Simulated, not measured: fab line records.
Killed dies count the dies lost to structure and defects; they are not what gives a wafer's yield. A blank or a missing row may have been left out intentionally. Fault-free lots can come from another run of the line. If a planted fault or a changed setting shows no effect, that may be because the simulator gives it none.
Which of the tools did it? | flow n5-finfet | Sampling: 10 lots, 30 wafers, 6 of 1938 route steps

== WHAT THE GAUGES SHOWED, per wafer ==
N5_SD_EPI_N_INSPECT_26: inspects for defects (darkfield). Usual: 209 for raw-defect-count, sd 49.
lot  | measured    | on                | raw-defect-count | flag
L605 | day 3 10:41 | defect-inspect-02 | 291 150 247      |
L606 | day 3 17:23 | defect-inspect-01 | 184 213 130      |
L609 | day 4 10:28 | defect-inspect-01 | 205 139 154      |
L610 | day 4 18:15 | defect-inspect-02 | 261 208 213      |
L611 | day 4 21:43 | defect-inspect-01 | 245 211 266      |
L614 | day 5 21:25 | defect-inspect-02 | 276 318 244      |
L615 | day 6 05:22 | defect-inspect-01 | 273 218 303      |
L625 | day 8 12:16 | defect-inspect-01 | 182 216 216      |
L626 | day 8 17:19 | defect-inspect-01 | 191 139 162      |
L627 | day 9 06:19 | defect-inspect-01 | 159 175 161      |

N5_SD_ACTIVATION_RS_MEAS_03: uses a four-point probe to measure. Usual: RS_SD_N 21.94 ohm/sq, standard deviation 0.28; RS_SD_P 56.3 ohm/sq, standard deviation 1.1.
lot  | measured    | on            | RS_SD_N (ohm/sq)  | RS_SD_P (ohm/sq) | flag
L605 | day 3 15:21 | film-metro-01 | 21.29 21.55 21.68 | 56.5 57.1 56.4   |
L606 | day 3 22:08 | film-metro-02 | 21.81 21.54 21.63 | 55.7 56.7 54.9   |
L609 | day 4 15:01 | film-metro-02 | 22.12 22.61 22.37 | 54.3 55.2 55.4   |
L610 | day 4 23:05 | film-metro-02 | 21.94 21.82 21.84 | 54.6 55.5 53.7   |
L611 | day 5 02:31 | film-metro-01 | 22.14 21.96 21.45 | 55.0 54.4 54.8   |
L614 | day 6 02:16 | film-metro-01 | 19.37 19.33 19.49 | 55.4 55.8 55.8   | OFF
L615 | day 6 09:59 | film-metro-02 | 19.82 19.97 19.86 | 55.3 54.9 55.3   | OFF
L625 | day 8 17:50 | film-metro-01 | 21.95 22.53 22.48 | 56.6 56.0 56.3   |
L626 | day 8 23:15 | film-metro-02 | 21.74 22.16 21.98 | 57.5 57.2 56.1   |
L627 | day 9 10:59 | film-metro-01 | 21.91 22.42 22.26 | 56.0 56.4 55.8   |

N5_ILD0_THK_MEAS_13. Usual: 17.4 nm for thk-nm, sd 1.3.
lot  | measured    | on            | thk-nm (nm)    | flag
L605 | day 3 21:53 | film-metro-02 | 16.7 16.9 17.0 |
L606 | day 4 04:41 | film-metro-01 | 17.2 16.8 18.0 |
L609 | day 4 22:14 | film-metro-02 | 15.8 16.1 16.6 |
L610 | day 5 06:02 | film-metro-02 | 17.9 17.8 16.5 |
L611 | day 5 09:20 | film-metro-02 | 17.3 16.9 17.3 |
L614 | day 6 08:50 | film-metro-02 | 19.0 18.2 20.4 |
L615 | day 6 16:49 | film-metro-02 | 18.6 18.0 18.1 |
L625 | day 9 00:31 | film-metro-02 | 17.8 16.9 17.5 |
L626 | day 9 05:46 | film-metro-02 | 18.6 17.3 17.1 |
L627 | day 9 17:31 | film-metro-01 | 16.1 15.3 15.7 |

N5_BEOL_M4_RC_MEAS_101. Usual: DIBL_N 36.5 mV/V, standard deviation 1.4; DIBL_P 36.6 mV/V, standard deviation 1.9; IOFF_N 0.167 nA/um, standard deviation 0.029; IOFF_P 0.21 nA/um, standard deviation 0.033; ION_N 674 uA/um, standard deviation 12; ION_P 460 uA/um, standard deviation 8.9; RS_SD_N 28.4 ohm/sq, standard deviation 0.41; SS_N 71.6 mV/dec, standard deviation 0.57; SS_P 73.4 mV/dec, standard deviation 0.61; VT_N 249 mV, standard deviation 3.3; VT_P -250 mV, standard deviation 3.3.
lot  | measured     | on        | DIBL_N (mV/V)  | DIBL_P (mV/V)  | IOFF_N (nA/um)    | IOFF_P (nA/um) | ION_N (uA/um) | ION_P (uA/um) | RS_SD_N (ohm/sq) | SS_N (mV/dec)  | SS_P (mV/dec)  | VT_N (mV)   | VT_P (mV)      | flag
L605 | day 7 20:03  | prober-01 | 34.9 34.5 37.4 | 35.9 35.7 37.8 | 0.152 0.133 0.186 | 0.17 0.18 0.20 | 682 660 670   | 454 449 453   | 27.9 28.2 28.1   | 71.5 71.4 72.5 | 73.3 73.7 73.2 | 250 251 244 | -254 -253 -253 |
L606 | day 8 10:22  | prober-02 | 36.0 34.5 38.5 | 36.0 33.9 39.2 | 0.160 0.134 0.214 | 0.20 0.18 0.26 | 664 657 674   | 454 450 459   | 28.3 27.9 27.7   | 71.5 71.3 72.6 | 73.9 73.7 74.7 | 250 252 244 | -252 -256 -247 |
L609 | day 9 04:07  | prober-01 | 35.8 35.5 37.0 | 34.7 34.8 36.7 | 0.145 0.150 0.172 | 0.19 0.20 0.23 | 660 681 667   | 451 465 460   | 28.7 29.1 28.8   | 71.2 71.0 70.9 | 73.5 73.2 73.8 | 249 250 248 | -251 -249 -248 |
L610 | day 9 12:04  | prober-01 | 37.1 35.5 35.7 | 38.5 35.8 36.4 | 0.212 0.180 0.170 | 0.25 0.21 0.21 | 682 694 678   | 468 470 462   | 28.3 28.0 28.0   | 72.3 72.4 72.6 | 73.9 72.8 73.1 | 246 246 248 | -248 -249 -249 |
L611 | day 9 18:33  | prober-01 | 36.1 34.1 37.8 | 36.2 34.4 38.3 | 0.176 0.137 0.221 | 0.26 0.23 0.30 | 697 680 711   | 483 475 487   | 28.5 28.2 27.8   | 71.6 70.8 72.2 | 73.3 73.2 74.0 | 245 249 242 | -244 -244 -242 |
L615 | day 10 17:23 | prober-01 | 37.9 37.1 36.5 | 37.8 38.0 36.3 | 0.178 0.176 0.156 | 0.24 0.26 0.22 | 674 700 690   | 462 477 468   | 26.1 26.2 25.7   | 72.0 71.3 72.0 | 73.7 73.6 73.3 | 250 248 249 | -250 -247 -247 | OFF
L625 | day 13 07:11 | prober-02 | 34.0 36.4 36.2 | 34.6 37.1 37.3 | 0.139 0.179 0.174 | 0.20 0.24 0.25 | 679 669 674   | 465 466 467   | 28.6 29.3 29.4   | 71.0 72.0 71.8 | 72.8 73.6 73.0 | 250 247 248 | -249 -243 -245 |
L626 | day 13 16:08 | prober-01 | 36.3 38.2 37.6 | 35.9 37.1 37.4 | 0.147 0.161 0.169 | 0.21 0.23 0.24 | 659 665 668   | 459 457 464   | 28.5 29.0 28.7   | 71.3 71.4 72.0 | 72.9 73.6 73.7 | 253 250 246 | -249 -250 -249 |
L627 | day 13 20:43 | prober-01 | 35.2 35.4 36.6 | 34.8 35.0 36.5 | 0.133 0.141 0.165 | 0.19 0.20 0.21 | 649 670 663   | 452 462 447   | 28.9 29.3 28.9   | 72.1 71.4 72.4 | 72.1 72.8 71.9 | 252 250 249 | -252 -251 -251 |

== WHAT TOOL EACH LOT RAN ON (gives the tool, then ch and the chambers of the sampled wafers, and finally the start) ==
lot  | N5_SD_EPI_P_DESCUM_14             | N5_SD_ACTIVATION_LSA_01
L605 | rie-diel-04 ch 1,2,3, day 3 11:10 | laser-anneal-02 ch 0, day 3 15:10
L606 | rie-diel-04 ch 0,1, day 3 17:52   | laser-anneal-01 ch 0, day 3 21:55
L609 | rie-diel-01 ch 0,3, day 4 10:49   | laser-anneal-02 ch 0, day 4 14:50
L610 | rie-diel-01 ch 0,1,3, day 4 18:44 | laser-anneal-01 ch 0, day 4 22:54
L611 | rie-diel-04 ch 1,2,3, day 4 22:19 | laser-anneal-02 ch 0, day 5 02:20
L614 | rie-diel-01 ch 1,3, day 5 22:07   | laser-anneal-02 ch 0, day 6 02:03
L615 | rie-diel-01 ch 1,2,3, day 6 05:51 | laser-anneal-02 ch 0, day 6 09:47
L625 | rie-diel-04 ch 0,1,2, day 8 12:46 | laser-anneal-02 ch 0, day 8 17:37
L626 | rie-diel-04 ch 1,3, day 8 18:11   | laser-anneal-02 ch 0, day 8 23:04
L627 | rie-diel-01 ch 1,2, day 9 06:49   | laser-anneal-02 ch 0, day 9 10:47
- N5_SD_EPI_P_DESCUM_14: chemistry O2, time 7.9 s.
- N5_SD_ACTIVATION_LSA_01: time 0.0008 s.

== WHAT THE TOOLS THEMSELVES READ (means of the sampled wafers that have a number; where no wafer has one, the mark that the record gives instead) ==
N5_SD_EPI_P_DESCUM_14. Usual: drypump-motor-current-A 5.5 A, standard deviation 0.4; oes-product-au 0.79 a.u., standard deviation 0.086; rf-vpp-V 242.8 V, standard deviation 1.4; showerhead-plenum-p-Torr 2.07 Torr, standard deviation 0.069; throttle-valve-pct 20.23 %, standard deviation 0.21.
lot  | tool        | drypump-motor-current-A (A) | oes-product-au (a.u.) | rf-vpp-V (V) | showerhead-plenum-p-Torr (Torr) | throttle-valve-pct (%) | flag
L605 | rie-diel-04 | 5.7                         | 0.82                  | 242.3        | 2.03                            | 20.09                  |
L606 | rie-diel-04 | 5.7                         | 0.76                  | 241.2        | 1.98                            | 20.31                  |
L609 | rie-diel-01 | 5.4                         | 0.76                  | 244.0        | 2.14                            | 20.25                  |
L610 | rie-diel-01 | 5.5                         | 0.79                  | 243.4        | 2.10                            | 20.23                  |
L611 | rie-diel-04 | 5.7                         | 0.81                  | 241.6        | 2.02                            | 20.10                  |
L614 | rie-diel-01 | 5.7                         | 0.84                  | 243.7        | 2.09                            | 20.08                  |
L615 | rie-diel-01 | 5.5                         | 0.81                  | 243.2        | 2.08                            | 20.17                  |
L625 | rie-diel-04 | 5.9                         | 0.78                  | 242.5        | 2.04                            | 20.27                  |
L626 | rie-diel-04 | 5.4                         | 0.71                  | 240.9        | 1.96                            | 20.25                  |
L627 | rie-diel-01 | 5.6                         | 0.83                  | 242.4        | 2.03                            | 20.18                  |

N5_SD_ACTIVATION_LSA_01. Usual: 1086.3 for wafer_temp_C_max, sd 1.2.
lot  | tool            | wafer_temp_C_max | flag
L605 | laser-anneal-02 | 1087.7           |
L606 | laser-anneal-01 | 1086.3           |
L609 | laser-anneal-02 | 1086.2           |
L610 | laser-anneal-01 | 1085.4           |
L611 | laser-anneal-02 | 1087.0           |
L614 | laser-anneal-02 | 1106.2           | OFF
L615 | laser-anneal-02 | 1106.3           | OFF
L625 | laser-anneal-02 | 1086.7           |
L626 | laser-anneal-02 | 1086.5           |
L627 | laser-anneal-02 | 1086.0           |

== THE ANSWER, worked out from the rows above alone ==
Rule: lot off if the mean of its wafers having a number is beyond 3 standard deviations from the usual mean. A lot without any number at a reading at which 4 lots or more have one is off too. The other lots that the step has rows for count as sound. Order of review: gauges by route order, followed by the tools' own readings, for which a lot's mean as printed above is used. The first step at which some lot is off is used, and at that step the reading that is off furthest; a lot without a number counts as furthest.
Off: at N5_SD_ACTIVATION_RS_MEAS_03 (RS_SD_N), L614, L615.
If a tool, at a process step before that reading, ran all the lots that are off and no sound lot after the first of them, it fits. Not tried: the gauges at N5_SD_ACTIVATION_RS_MEAS_03; whatever is off there is also off at N5_SD_ACTIVATION_LSA_01, on other tools, and gauge error can't account for it. Not one of the candidates tried fits.

== WHAT THE SIMULATOR HAD PUT IN ==
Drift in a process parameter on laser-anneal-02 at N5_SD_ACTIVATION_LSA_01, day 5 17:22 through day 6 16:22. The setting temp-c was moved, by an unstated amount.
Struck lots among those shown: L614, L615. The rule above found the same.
